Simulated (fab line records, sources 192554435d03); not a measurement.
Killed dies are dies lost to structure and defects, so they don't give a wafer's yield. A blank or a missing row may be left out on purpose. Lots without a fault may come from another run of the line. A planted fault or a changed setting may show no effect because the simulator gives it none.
Chamber matching | flow n5_finfet | N5_BEOL_M8_PECVD_70 on pecvd-04: 3 sister chambers
The step deposits SiO2 from TEOS/O2, target thk 20 nm, time 22.7 s. 3 wafers are shown with their chamber, then 8 later ones without.

WAFERS WITH THEIR CHAMBER
wafer  | chamber | throttle_valve_pct (%)
L078.5 | 0       | 22.7
L087.6 | 2       | 21.1
L092.2 | 1       | 21.4

WAFERS WITHOUT THEIR CHAMBER
wafer  | throttle_valve_pct (%)
L092.4 | 21.5
L092.5 | 22.8
L095.1 | 21.2
L095.4 | 22.9
L095.6 | 21.5
L091.3 | 21.5
L091.4 | 23.2
L091.5 | 21.4

WHICH CHAMBER EACH WENT THROUGH
wafer  | from the rows above     | in truth
L092.4 | can't be placed: 1 or 2 | 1
L092.5 | 0                       | 0
L095.1 | can't be placed: 2 or 1 | 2
L095.4 | 0                       | 0
L095.6 | can't be placed: 1 or 2 | 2
L091.3 | can't be placed: 1 or 2 | 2
L091.4 | 0                       | 0
L091.5 | can't be placed: 1 or 2 | 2
Placed correctly: 3 of 8. Can't be placed from these rows: 5 (the true chamber is among the candidates in 5). Placed wrongly: 0.
How it was worked out, from the rows above alone: a wafer's distance from a chamber is the root of the sum, over the readings, of the square of ((its reading less the chamber's mean) divided by the reading's scatter). The wafer belongs to the nearest chamber; if the next one is less than 2 further off, it can't be placed. A chamber's mean is the mean of its shown wafers. The scatter: with one shown wafer a chamber, the root of the mean of the squares of how far each hidden wafer lies from its nearest shown one.
